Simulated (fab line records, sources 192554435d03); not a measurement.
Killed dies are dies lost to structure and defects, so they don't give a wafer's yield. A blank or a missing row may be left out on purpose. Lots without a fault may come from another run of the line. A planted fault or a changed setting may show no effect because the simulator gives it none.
Which tool did it? | flow n5_finfet | 12 lots, 36 wafers sampled, at 2 steps of a route of 1938

WHAT THE GAUGES READ, wafer by wafer
N5_SD_EPI_N_OVL_MEAS_10.
lot  | measured    | on         | SD_N_BLK_OVL (nm)
L075 | day 3 07:41 | overlay-02 | -0.5 -0.7 -0.5
L077 | day 3 20:48 | overlay-01 | 0.3 -0.1 0.6
L079 | day 4 07:31 | overlay-01 | -0.5 0.8 -0.2
L081 | day 4 17:29 | overlay-02 | -0.7 -1.5 0.5
L083 | day 5 11:45 | overlay-01 | -0.9 -0.9 -0.4
L085 | day 5 23:48 | overlay-02 | 0.1 1.1 0.2
L087 | day 6 13:55 | overlay-02 | -0.3 0.2 1.0
L089 | day 6 21:39 | overlay-01 | -0.1 0.6 0.6
L091 | day 7 08:03 | overlay-01 | -0.4 0.5 -0.9
L093 | day 7 17:33 | overlay-01 | 0.3 1.8 1.3
L095 | day 8 09:32 | overlay-01 | -0.2 -0.2 0.2
L097 | day 8 19:24 | overlay-02 | 0.4 0.1 0.6

WHICH TOOL RAN EACH LOT (tool, then ch and the chambers of the sampled wafers, then the start)
lot  | N5_SPACER0_ALD_00
L075 | ald_sin-04 ch 1,2,3, day 3 06:51
L077 | ald_sin-04 ch 0,1,3, day 3 19:57
L079 | ald_sin-01 ch 0,2,3, day 4 06:49
L081 | ald_sin-04 ch 0,1, day 4 16:38
L083 | ald_sin-04 ch 1,3, day 5 11:02
L085 | ald_sin-03 ch 1,2,3, day 5 22:57
L087 | ald_sin-04 ch 0,1,3, day 6 13:04
L089 | ald_sin-04 ch 2,3, day 6 20:49
L091 | ald_sin-04 ch 1,2,3, day 7 07:20
L093 | ald_sin-03 ch 0,1,3, day 7 16:50
L095 | ald_sin-01 ch 0,1,2, day 8 08:49
L097 | ald_sin-03 ch 0,3, day 8 18:41
- N5_SPACER0_ALD_00: deposits SiOCN, target thk 3.5 nm, pulse time 3 s, purge time 2 s.

THE ANSWER, worked out from the rows above alone
Rule: what is usual is taken from the lots themselves. Put in order of their means at a reading, lots are off if they are a third of the lots or fewer, leave a main group of 4 or more, and stand apart from it by a gap of 3 or more times the standard deviation of the main group's means; of several such gaps the widest counts. A main group whose means are all the same, to the digits that the tables above print for the reading, isn't used. A lot without any number at a reading at which 4 lots or more have one is off too. The other lots that the step has rows for count as sound.
No lot is off at any reading shown: from this, nothing can be told.

WHAT THE SIMULATOR HAD PUT IN
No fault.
